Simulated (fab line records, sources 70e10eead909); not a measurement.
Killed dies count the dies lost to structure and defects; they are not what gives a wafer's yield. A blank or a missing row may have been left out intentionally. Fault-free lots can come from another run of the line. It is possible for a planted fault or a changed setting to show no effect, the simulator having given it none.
fab line records	flow nand-harc
record: lots: 6	wafers: 18	last-day: 33
route steps=1302 shown A_CHANNEL_HOLE_D2@592 END@1302
lots that met no fault: from a run of the same line without faults
start-h: hours from the record's opening day to when the first of the lot's shown wafers began	wait-h: time in hours since the lot's previous step	" identical to the entry in the row above	L1.1+2: a single row standing in for several wafers	- either no value or no given start	* or withheld: withheld	< > ~ a bound
route shown NAME@n: names a module that has steps shown in the file, with the first one's number in the route	usual: mean/standard deviation taken from wafers without a fault	same: alike in all rows	chamber/n: place in a boat	sites: per-site readings	_std_site: how widely they spread, as a standard deviation	_edge_site: inner sites' mean taken away from outer sites' mean	radius-mm: how far each site lies from the wafer's centre	mask NAME#n: copy n	behind: tool/chamber where the wafer was last shaped	hold: why the lot went on hold/how many hours it stayed there/how the hold came to an end	device: the n, p or np transistor that did not switch	end of line: the same wafers' tests at the end of the route	for a step that has no rows: nothing shown but its recipe	killed: count of dies lost to structure and defects at first sort (not the wafer's yield)	map: a wafer's dies, marking killed ones x, the rest . and places with no die _
set.NAME: setting as actually run; set.NAME@STEP: the setting as run at that earlier step	model.NAME: the simulator's own value behind a step, which no gauge read
a table for each step, a row for each wafer; lots at some steps of the route
services: when a tool's chamber went out of use (start-h, in hours from the record's first day, below 0 if earlier), for how many hours, and the reason
== steps ==
step: NHARC_A_CHANNEL_HOLE_D2_ETCH_20
recipe: bias-v: 3000	source-w: withheld	pressure-mtorr: 20	time-s: 361.9	ar-flow-sccm: 375	c4f8-flow-sccm: 89.3	o2-flow-sccm: 35.7	temp-c: -20	target-depth-a: 16000	chemistry: C4F8/O2/Ar
usual: drypump-motor-current-A: 6.01/0.28	showerhead-plenum-p-Torr: 3.72/0.097	temp-c: -19.99/0.094	throttle-valve-pct: 32.155/0.0092
same: time-s: 361.9
lot.wafer	tool	chamber	start-h	wait-h	drypump-motor-current-A	rf-hours-counter-h	showerhead-plenum-p-Torr	temp-c	throttle-valve-pct
L215.3	har-etch-01	0	305.75	0.2	6.18	-	3.70	-20.07	32.150
L215.4	"	1	"	"	6.20	-	3.70	-20.01	32.157
L215.6	"	0	"	"	6.16	-	3.70	-20.10	32.147
L216.2	har-etch-01	1	309.80	0.1	6.19	157	3.69	-19.92	32.158
L216.4	"	0	"	"	6.15	-	3.69	-19.94	32.157
L216.5	"	0	"	"	6.16	-	3.69	-19.87	32.156
L217.3	har-etch-02	0	325.57	0.2	5.56	-	3.72	-20.03	32.146
L217.4	"	1	"	"	6.17	-	3.60	-19.91	32.159
L217.6	"	0	"	"	5.54	-	3.72	-19.97	32.148
L229.1	har-etch-01	0	432.75	0.1	6.17	234	3.65	-19.94	32.161
L229.3	"	0	"	"	6.18	-	3.65	-19.88	32.146
L229.6	"	0	"	"	6.18	-	3.65	-19.98	32.157
L235.2	har-etch-02	0	514.08	0.1	5.50	65	3.67	-19.93	32.156
L235.3	"	0	"	"	5.54	-	3.67	-20.00	32.157
L235.6	"	1	"	"	6.17	-	3.90	-20.07	32.156
L237.2	har-etch-02	1	526.23	0.1	6.20	76	3.89	-20.00	32.137
L237.6	"	0	"	"	5.55	-	3.66	-19.86	32.163
L237.5	"	1	"	"	6.21	-	3.89	-19.93	32.161
step: NHARC_A_CHANNEL_HOLE_D2_ETCH_21
recipe: bias-v: 3000	source-w: withheld	pressure-mtorr: 20	time-s: 514.3	ar-flow-sccm: 375	c4f8-flow-sccm: 89.3	o2-flow-sccm: 35.7	temp-c: -20	target-depth-a: 16000	chemistry: C4F8/O2/Ar
usual: drypump-motor-current-A: 6.02/0.28	showerhead-plenum-p-Torr: 3.72/0.097	temp-c: -19.99/0.1	throttle-valve-pct: 32.155/0.009
same: time-s: 514.3
lot.wafer	tool	chamber	start-h	wait-h	drypump-motor-current-A	rf-hours-counter-h	showerhead-plenum-p-Torr	temp-c	throttle-valve-pct
L215.3	har-etch-01	0	306.11	0.3	6.18	-	3.70	-19.85	32.150
L215.4	"	1	"	"	6.18	-	3.70	-19.85	32.143
L215.6	"	0	"	"	6.19	-	3.70	-19.95	32.156
L216.2	har-etch-01	1	310.12	0.3	6.21	157	3.69	-20.02	32.167
L216.4	"	0	"	"	6.17	-	3.69	-20.04	32.164
L216.5	"	0	"	"	6.15	-	3.69	-19.98	32.168
L217.3	har-etch-02	0	325.92	0.3	5.52	-	3.72	-20.20	32.159
L217.4	"	1	"	"	6.20	-	3.60	-19.99	32.162
L217.6	"	0	"	"	5.54	-	3.72	-20.05	32.179
L229.1	har-etch-01	0	433.09	0.3	6.17	234	3.65	-20.07	32.158
L229.3	"	0	"	"	6.17	-	3.65	-20.10	32.163
L229.6	"	0	"	"	6.16	-	3.65	-20.11	32.150
L235.2	har-etch-02	0	514.42	0.3	5.54	65	3.67	-20.01	32.151
L235.3	"	0	"	"	5.52	-	3.67	-19.87	32.146
L235.6	"	1	"	"	6.18	-	3.90	-19.74	32.153
L237.2	har-etch-02	1	526.57	0.3	6.16	77	3.89	-19.92	32.144
L237.6	"	0	"	"	5.54	-	3.66	-20.04	32.166
L237.5	"	1	"	"	6.19	-	3.89	-19.95	32.160
step: NHARC_A_CHANNEL_HOLE_D2_ETCH_22
recipe: bias-v: 3000	source-w: withheld	pressure-mtorr: 20	time-s: 666.7	ar-flow-sccm: 375	c4f8-flow-sccm: 89.3	o2-flow-sccm: 35.7	temp-c: -20	target-depth-a: 16000	chemistry: C4F8/O2/Ar
step: NHARC_A_CHANNEL_HOLE_D2_ETCH_23
recipe: bias-v: 5000	source-w: withheld	pressure-mtorr: 20	time-s: 819	ar-flow-sccm: 375	c4f8-flow-sccm: 89.3	o2-flow-sccm: 35.7	temp-c: -20	target-depth-a: 16000	chemistry: C4F8/O2/Ar
usual: drypump-motor-current-A: 6.02/0.28	showerhead-plenum-p-Torr: 3.71/0.097	temp-c: -19.99/0.11	throttle-valve-pct: 32.154/0.0084
same: time-s: 819
lot.wafer	tool	chamber	start-h	wait-h	drypump-motor-current-A	rf-hours-counter-h	showerhead-plenum-p-Torr	temp-c	throttle-valve-pct
L215.3	har-etch-01	0	307.19	0.5	6.16	-	3.70	-19.89	32.151
L215.4	"	1	"	"	6.19	-	3.70	-19.88	32.143
L215.6	"	0	"	"	6.17	-	3.70	-19.91	32.164
L216.2	har-etch-01	1	311.12	0.5	6.17	158	3.69	-19.97	32.157
L216.4	"	0	"	"	6.16	-	3.69	-20.06	32.156
L216.5	"	0	"	"	6.16	-	3.69	-19.89	32.154
L217.3	har-etch-02	0	327.02	0.5	5.52	-	3.72	-20.15	32.151
L217.4	"	1	"	"	6.12	-	3.60	-20.07	32.154
L217.6	"	0	"	"	5.52	-	3.72	-20.10	32.152
L229.1	har-etch-01	0	434.15	0.5	6.15	235	3.65	-20.02	32.154
L229.3	"	0	"	"	6.15	-	3.65	-20.09	32.159
L229.6	"	0	"	"	6.16	-	3.65	-19.89	32.158
L235.2	har-etch-02	0	515.47	0.5	5.51	66	3.67	-19.93	32.160
L235.3	"	0	"	"	5.54	-	3.67	-19.81	32.158
L235.6	"	1	"	"	6.15	-	3.90	-20.18	32.145
L237.2	har-etch-02	1	527.62	0.5	6.17	78	3.89	-20.05	32.145
L237.6	"	0	"	"	5.54	-	3.66	-19.80	32.153
L237.5	"	1	"	"	6.19	-	3.89	-20.19	32.154
step: NHARC_A_CHANNEL_HOLE_D2_ETCH_24
recipe: bias-v: 5000	source-w: withheld	pressure-mtorr: 20	time-s: 906.2	ar-flow-sccm: 375	c4f8-flow-sccm: 93.8	o2-flow-sccm: 31.2	temp-c: -20	target-depth-a: 15000	chemistry: C4F8/O2/Ar
step: NHARC_A_CHANNEL_HOLE_D2_ETCH_25
recipe: bias-v: 5000	source-w: withheld	pressure-mtorr: 20	time-s: 1040.2	ar-flow-sccm: 375	c4f8-flow-sccm: 93.8	o2-flow-sccm: 31.2	temp-c: -20	target-depth-a: 15000	chemistry: C4F8/O2/Ar
step: NHARC_A_CHANNEL_HOLE_D2_ETCH_26
recipe: bias-v: 300	source-w: 2000	pressure-mtorr: 30	time-s: 224.1	ar-flow-sccm: 375	c4f8-flow-sccm: 11.4	o2-flow-sccm: 113.6	temp-c: -20	target-depth-a: 3000	chemistry: C4F8/O2/Ar
usual: drypump-motor-current-A: 6.02/0.27	showerhead-plenum-p-Torr: 3.76/0.1	temp-c: -19.99/0.11	throttle-valve-pct: 24.584/0.009
same: time-s: 224.1
lot.wafer	tool	chamber	start-h	wait-h	drypump-motor-current-A	rf-hours-counter-h	showerhead-plenum-p-Torr	temp-c	throttle-valve-pct
L215.3	har-etch-01	0	309.37	0.5	6.15	-	3.74	-20.11	24.577
L215.4	"	1	"	"	6.21	-	3.74	-20.15	24.577
L215.6	"	0	"	"	6.18	-	3.74	-20.12	24.582
L216.2	har-etch-01	1	313.46	0.7	6.20	161	3.74	-20.07	24.578
L216.4	"	0	"	"	6.16	-	3.74	-20.01	24.573
L216.5	"	0	"	"	6.14	-	3.74	-20.04	24.588
L217.3	har-etch-02	0	329.19	0.5	5.54	-	3.77	-19.96	24.589
L217.4	"	1	"	"	6.19	-	3.64	-19.94	24.572
L217.6	"	0	"	"	5.57	-	3.77	-20.00	24.572
L229.1	har-etch-01	0	436.43	0.6	6.15	237	3.69	-20.06	24.592
L229.3	"	0	"	"	6.18	-	3.69	-20.09	24.585
L229.6	"	0	"	"	6.17	-	3.69	-19.87	24.573
L235.2	har-etch-02	0	517.72	0.6	5.56	68	3.71	-19.87	24.591
L235.3	"	0	"	"	5.55	-	3.71	-20.07	24.596
L235.6	"	1	"	"	6.15	-	3.95	-20.03	24.583
L237.2	har-etch-02	1	529.89	0.6	6.15	80	3.94	-20.09	24.579
L237.6	"	0	"	"	5.57	-	3.70	-19.81	24.585
L237.5	"	1	"	"	6.12	-	3.94	-19.99	24.592
step: NHARC_A_CHANNEL_HOLE_D2_ETCH_27
recipe: bias-v: 400	source-w: 2000	pressure-mtorr: 25	time-s: 90	ar-flow-sccm: 375	c4f8-flow-sccm: 41.7	o2-flow-sccm: 83.3	temp-c: -20	target-depth-a: 4000	chemistry: C4F8/O2/Ar
usual: drypump-motor-current-A: 6.01/0.27	showerhead-plenum-p-Torr: 3.75/0.1	temp-c: -20.00/0.12	throttle-valve-pct: 27.620/0.0085
same: time-s: 90
lot.wafer	tool	chamber	start-h	wait-h	drypump-motor-current-A	rf-hours-counter-h	showerhead-plenum-p-Torr	temp-c	throttle-valve-pct
L215.3	har-etch-01	0	309.56	0.2	6.15	-	3.73	-19.82	27.621
L215.4	"	1	"	"	6.20	-	3.73	-20.13	27.625
L215.6	"	0	"	"	6.16	-	3.73	-19.99	27.634
L216.2	har-etch-01	1	313.66	0.2	6.17	161	3.73	-19.99	27.622
L216.4	"	0	"	"	6.15	-	3.73	-20.02	27.621
L216.5	"	0	"	"	6.15	-	3.73	-19.99	27.619
L217.3	har-etch-02	0	329.39	0.2	5.57	-	3.76	-20.08	27.629
L217.4	"	1	"	"	6.17	-	3.64	-20.01	27.619
L217.6	"	0	"	"	5.55	-	3.76	-20.29	27.620
L229.1	har-etch-01	0	436.63	0.2	6.17	237	3.69	-20.06	27.629
L229.3	"	0	"	"	6.14	-	3.69	-19.98	27.618
L229.6	"	0	"	"	6.17	-	3.69	-20.03	27.610
L235.2	har-etch-02	0	517.92	0.2	5.54	69	3.70	-19.99	27.620
L235.3	"	0	"	"	5.57	-	3.70	-20.04	27.611
L235.6	"	1	"	"	6.22	-	3.94	-19.98	27.635
L237.2	har-etch-02	1	530.08	0.2	6.16	80	3.93	-20.13	27.622
L237.6	"	0	"	"	5.52	-	3.70	-20.11	27.614
L237.5	"	1	"	"	6.22	-	3.93	-20.06	27.616
step: NHARC_A_CHANNEL_HOLE_D2_STRIP_41
recipe: n2-flow-sccm: 150	h2-flow-sccm: 150	ar-flow-sccm: 0	bias-w: 0	chemistry: N2/H2
step: NHARC_A_CHANNEL_HOLE_D2_STRIP_42
recipe: cf4-flow-sccm: 100	chf3-flow-sccm: 30	ar-flow-sccm: 0	bias-w: 0	chemistry: CF4/CHF3
step: NHARC_A_CHANNEL_HOLE_D2_STRIP_43
recipe: o2-flow-sccm: 400	cos-flow-sccm: 20	ar-flow-sccm: 0	bias-w: 0	chemistry: O2/COS
step: NHARC_A_CHANNEL_HOLE_D2_ETCH_44
recipe: target-depth-a: 1400	overetch-a: 140	time-s: 77	ion-energy-ev: 100	cf4-flow-sccm: 80	o2-flow-sccm: 20	ar-flow-sccm: 0	rf-w: 300	bias-w: 100	chemistry: CF4/O2
step: NHARC_A_CHANNEL_HOLE_D2_STRIP_28
recipe: o2-flow-sccm: 500	ar-flow-sccm: 0	bias-w: 0	chemistry: O2
usual: bias-w: 0/0	chamber-pressure-mTorr: 60.00/0.053	drypump-motor-current-A: 5.8/0.51	oes-product-au: 1.000/0.013	rf-vpp-V: 57.9/0.89	showerhead-plenum-p-Torr: 3.56/0.14	throttle-valve-pct: 17.037/0.009
lot.wafer	tool	chamber	start-h	wait-h	bias-w	chamber-pressure-mTorr	drypump-motor-current-A	oes-product-au	rf-hours-counter-h	rf-vpp-V	showerhead-plenum-p-Torr	throttle-valve-pct
L215.3	rie-diel-11	1	310.40	-	0	60.00	6.1	0.995	2	56.9	3.41	17.037
L215.4	"	3	"	"	0	60.01	5.1	0.986	3	58.4	3.75	17.040
L215.6	"	0	"	"	0	60.05	6.7	0.997	-	57.3	3.64	17.042
L216.4	rie-diel-11	0	314.51	-	-	-	-	-	-	-	-	-
L216.2	"	1	"	"	-	-	-	-	-	-	-	-
L216.5	"	0	"	"	-	-	-	-	-	-	-	-
L217.4	rie-diel-11	2	330.23	-	-	-	-	-	-	-	-	-
L217.3	"	3	"	"	-	-	-	-	-	-	-	-
L217.6	"	2	"	"	-	-	-	-	-	-	-	-
L229.1	rie-diel-12	2	437.55	-	0	60.02	5.6	0.994	11	58.2	3.49	17.057
L229.3	"	3	"	"	0	60.07	5.1	0.978	11	58.1	3.63	17.039
L229.6	"	0	"	"	0	59.89	6.0	0.994	-	58.8	3.44	17.039
L235.2	rie-diel-11	3	518.84	-	0	59.94	5.2	1.015	5	59.2	3.74	17.028
L235.3	"	0	"	"	0	59.99	6.7	0.999	4	59.3	3.64	17.042
L235.6	"	2	"	"	0	60.08	6.0	1.020	-	57.9	3.78	17.042
L237.2	rie-diel-12	3	530.90	-	0	60.03	5.1	0.989	5	57.6	3.63	17.025
L237.5	"	3	"	"	0	59.95	5.1	0.995	-	58.2	3.63	17.028
L237.6	"	0	"	"	0	60.09	6.0	1.006	-	58.7	3.44	17.032
step: NHARC_A_CHANNEL_HOLE_D2_PRECLEAN_29
recipe: time-s: *	temp-c: 50	bath-age-min: 0	chemistry: SC1
step: NHARC_END_SORT_01
recipe: temp-c: 25
usual: killed-at-array: 55/17	killed-at-other: 0.9/1.2	killed-at-periphery: 3.7/2.5	killed-dies: 59/18	killed-open: 3.4/1.9	killed-short: 2.6/1.6
same: gross-dies: 677
lot.wafer	tool	chamber	start-h	wait-h	killed-at-array	killed-at-other	killed-at-periphery	killed-dies	killed-open	killed-short
L216.2	prober-01	0	573.51	2.8	668	2	7	677	4	3
L216.4	prober-01	0	575.11	3.4	675	0	2	677	2	0
L216.5	prober-01	0	575.91	3.7	670	2	5	677	3	2
L217.3	prober-01	0	633.25	3.1	668	5	4	677	6	3
L217.4	prober-01	0	634.04	3.4	671	3	3	677	1	1
L217.6	prober-01	0	635.62	4.0	669	5	3	677	0	5
L229.1	prober-02	0	704.94	2.5	55	0	11	66	4	3
L229.3	prober-02	0	706.57	3.1	63	2	7	72	3	1
L229.6	prober-02	0	709.00	4.1	48	1	12	61	3	1
killed by level:class
L216.2 A_CHANNEL_HOLE_D2:area-strip=629 A_SLIT:chamber-film-flake=25 A_CHANNEL_HOLE_D2:chamber-film-flake=6 P_M0:chamber-film-flake=4 P_CONTACT:geometric-particle:open=2 A_WL_FILL:chamber-film-flake=2 A_CONTACT:chamber-film-flake=2 A_ONON_D1:geometric-particle:short=1
L216.4 A_CHANNEL_HOLE_D2:area-strip=643 A_SLIT:chamber-film-flake=17 A_CHANNEL_HOLE_D1:chamber-film-flake=6 A_CHANNEL_HOLE_D2:chamber-film-flake=4 A_WL_FILL:chamber-film-flake=3 P_M0:geometric-particle:open=1 A_ONON_D2:geometric-particle:open=1 P_GATE:chamber-film-flake=1
L216.5 A_CHANNEL_HOLE_D2:area-strip=628 A_SLIT:chamber-film-flake=23 A_CHANNEL_HOLE_D2:chamber-film-flake=6 A_WL_FILL:chamber-film-flake=4 A_CHANNEL_FILL_D2:geometric-particle:open=2 P_ZERO_WELL:chamber-film-flake=2 P_M0:chamber-film-flake=2 A_CHANNEL_HOLE_D1:chamber-film-flake=2
L217.3 A_CHANNEL_HOLE_D2:area-strip=593 A_CHANNEL_HOLE_D2:chamber-film-flake=37 A_SLIT:chamber-film-flake=19 THIN_TSV:chamber-film-flake=5 A_CHANNEL_HOLE_D1:chamber-film-flake=3 A_DECK1_JOINT:chamber-film-flake=3 A_CHANNEL_FILL_D2:chamber-film-flake=3 A_ONON_D2:geometric-particle:open=2
L217.4 A_CHANNEL_HOLE_D2:area-strip=606 A_CHANNEL_HOLE_D2:chamber-film-flake=27 A_SLIT:chamber-film-flake=16 A_STAIRCASE:chamber-film-flake=9 A_CHANNEL_HOLE_D1:chamber-film-flake=5 A_DECK1_JOINT:chamber-film-flake=5 THIN_TSV:chamber-film-flake=3 A_CONTACT:chamber-film-flake=2
L217.6 A_CHANNEL_HOLE_D2:area-strip=610 A_CHANNEL_HOLE_D2:chamber-film-flake=30 A_SLIT:chamber-film-flake=16 THIN_TSV:chamber-film-flake=4 A_STAIRCASE:chamber-film-flake=3 A_CONTACT:chamber-film-flake=3 A_WL_FILL:geometric-particle:short=2 A_SGD_CUT:geometric-particle:short=1
L229.1 A_SLIT:chamber-film-flake=22 A_CHANNEL_HOLE_D2:chamber-film-flake=19 P_CONTACT:chamber-film-flake=4 A_STAIRCASE:chamber-film-flake=4 P_GATE:chamber-film-flake=3 A_WL_FILL:geometric-particle:short=2 P_BONDPAD:chamber-film-flake=2 A_WL_FILL:chamber-film-flake=2
L229.3 A_SLIT:chamber-film-flake=20 A_CHANNEL_HOLE_D2:chamber-film-flake=16 A_CHANNEL_HOLE_D1:chamber-film-flake=9 A_STAIRCASE:chamber-film-flake=6 A_CONTACT:chamber-film-flake=6 P_GATE:chamber-film-flake=4 P_ZERO_WELL:chamber-film-flake=2 THIN_TSV:chamber-film-flake=2
L229.6 A_SLIT:chamber-film-flake=23 A_CHANNEL_HOLE_D2:chamber-film-flake=10 P_GATE:chamber-film-flake=8 A_CONTACT:chamber-film-flake=4 A_STAIRCASE:chamber-film-flake=3 P_BONDPAD:chamber-film-flake=2 A_CHANNEL_HOLE_D1:chamber-film-flake=2 A_WL_FILL:chamber-film-flake=2
map L216.2 (x killed, . not)
____________x____________
_________xxxxxxx_________
_______xxxxxxxxxxx_______
______xxxxxxxxxxxxx______
_____xxxxxxxxxxxxxxx_____
____xxxxxxxxxxxxxxxxx____
____xxxxxxxxxxxxxxxxx____
___xxxxxxxxxxxxxxxxxxx___
___xxxxxxxxxxxxxxxxxxx___
__xxxxxxxxxxxxxxxxxxxxx__
__xxxxxxxxxxxxxxxxxxxxx__
_xxxxxxxxxxxxxxxxxxxxxxx_
_xxxxxxxxxxxxxxxxxxxxxxx_
_xxxxxxxxxxxxxxxxxxxxxxx_
_xxxxxxxxxxxxxxxxxxxxxxx_
_xxxxxxxxxxxxxxxxxxxxxxx_
xxxxxxxxxxxxxxxxxxxxxxxxx
xxxxxxxxxxxxxxxxxxxxxxxxx
xxxxxxxxxxxxxxxxxxxxxxxxx
xxxxxxxxxxxxxxxxxxxxxxxxx
xxxxxxxxxxxxxxxxxxxxxxxxx
_xxxxxxxxxxxxxxxxxxxxxxx_
_xxxxxxxxxxxxxxxxxxxxxxx_
_xxxxxxxxxxxxxxxxxxxxxxx_
_xxxxxxxxxxxxxxxxxxxxxxx_
_xxxxxxxxxxxxxxxxxxxxxxx_
__xxxxxxxxxxxxxxxxxxxxx__
__xxxxxxxxxxxxxxxxxxxxx__
___xxxxxxxxxxxxxxxxxxx___
___xxxxxxxxxxxxxxxxxxx___
____xxxxxxxxxxxxxxxxx____
____xxxxxxxxxxxxxxxxx____
_____xxxxxxxxxxxxxxx_____
______xxxxxxxxxxxxx______
_______xxxxxxxxxxx_______
_________xxxxxxx_________
____________x____________
map L217.3 (x killed, . not)
____________x____________
_________xxxxxxx_________
_______xxxxxxxxxxx_______
______xxxxxxxxxxxxx______
_____xxxxxxxxxxxxxxx_____
____xxxxxxxxxxxxxxxxx____
____xxxxxxxxxxxxxxxxx____
___xxxxxxxxxxxxxxxxxxx___
___xxxxxxxxxxxxxxxxxxx___
__xxxxxxxxxxxxxxxxxxxxx__
__xxxxxxxxxxxxxxxxxxxxx__
_xxxxxxxxxxxxxxxxxxxxxxx_
_xxxxxxxxxxxxxxxxxxxxxxx_
_xxxxxxxxxxxxxxxxxxxxxxx_
_xxxxxxxxxxxxxxxxxxxxxxx_
_xxxxxxxxxxxxxxxxxxxxxxx_
xxxxxxxxxxxxxxxxxxxxxxxxx
xxxxxxxxxxxxxxxxxxxxxxxxx
xxxxxxxxxxxxxxxxxxxxxxxxx
xxxxxxxxxxxxxxxxxxxxxxxxx
xxxxxxxxxxxxxxxxxxxxxxxxx
_xxxxxxxxxxxxxxxxxxxxxxx_
_xxxxxxxxxxxxxxxxxxxxxxx_
_xxxxxxxxxxxxxxxxxxxxxxx_
_xxxxxxxxxxxxxxxxxxxxxxx_
_xxxxxxxxxxxxxxxxxxxxxxx_
__xxxxxxxxxxxxxxxxxxxxx__
__xxxxxxxxxxxxxxxxxxxxx__
___xxxxxxxxxxxxxxxxxxx___
___xxxxxxxxxxxxxxxxxxx___
____xxxxxxxxxxxxxxxxx____
____xxxxxxxxxxxxxxxxx____
_____xxxxxxxxxxxxxxx_____
______xxxxxxxxxxxxx______
_______xxxxxxxxxxx_______
_________xxxxxxx_________
____________x____________
== services ==
tool	chamber	start-h	hours	kind
rie-diel-11	0	289.00	-	clean
rie-diel-11	1	289.00	-	clean
rie-diel-11	2	289.00	-	clean
rie-diel-11	3	289.00	-	clean
rie-diel-11	0	313.50	-	clean
rie-diel-11	1	313.50	-	clean
rie-diel-11	2	313.50	-	clean
rie-diel-11	3	313.50	-	clean
rie-diel-11	0	338.00	-	clean
rie-diel-11	1	338.00	-	clean
rie-diel-11	2	338.00	-	clean
rie-diel-12	1	373.98	2.8	repair
har-etch-02	-	377.00	17.0	pm
har-etch-02	0	377.00	17.0	vent-cycle
har-etch-02	1	377.00	17.0	vent-cycle
har-etch-02	0	394.00	-	clean
har-etch-02	0	394.00	-	consumable-replace:focus-ring
har-etch-02	1	394.00	-	clean
har-etch-02	1	394.00	-	consumable-replace:focus-ring
har-etch-02	1	394.00	-	consumable-replace:showerhead
rie-diel-11	-	432.50	9.0	pm
rie-diel-12	-	445.40	9.0	pm
rie-diel-11	-	463.34	0.4	repair
rie-diel-12	1	505.49	7.7	repair
== key ==
first-sign: step: NHARC_A_CHANNEL_HOLE_D2_STRIP_28	reading: tool-record	direction: missing
effect: step: NHARC_END_SORT_01	reading: killed-at-array	direction: up	sigmas: 36	usual: 55	struck: 670
more-kills-born-at: NHARC_A_CHANNEL_HOLE_D2_STRIP_28@rie-diel-11: 3708
met-at NHARC_A_CHANNEL_HOLE_D2_STRIP_28
struck-wafers L216.2,L216.4,L216.5,L217.3,L217.4,L217.6
later-rows-left-out L216.2,L216.4,L216.5,L217.3,L217.4,L217.6
tester-left-out L216,L217
onset-between 310.40 314.51
fault: kind: skipped-step-whole	tool: rie-diel-11	chamber: -	onset-h: 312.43	steps: NHARC_A_CHANNEL_HOLE_D2_STRIP_28	scope: struck-lots-only
tester-left-out: of these lots the tester's yield and bins aren't shown, on N5 and GAA mostly nor the transistor test; their killed dies are dies lost to structure and defects alone, not to doping, threshold or leakage, so they don't give the yield
later-rows-left-out: the simulator's readings of these wafers behind a module that went badly wrong aren't trusted and aren't shown, but for the sort
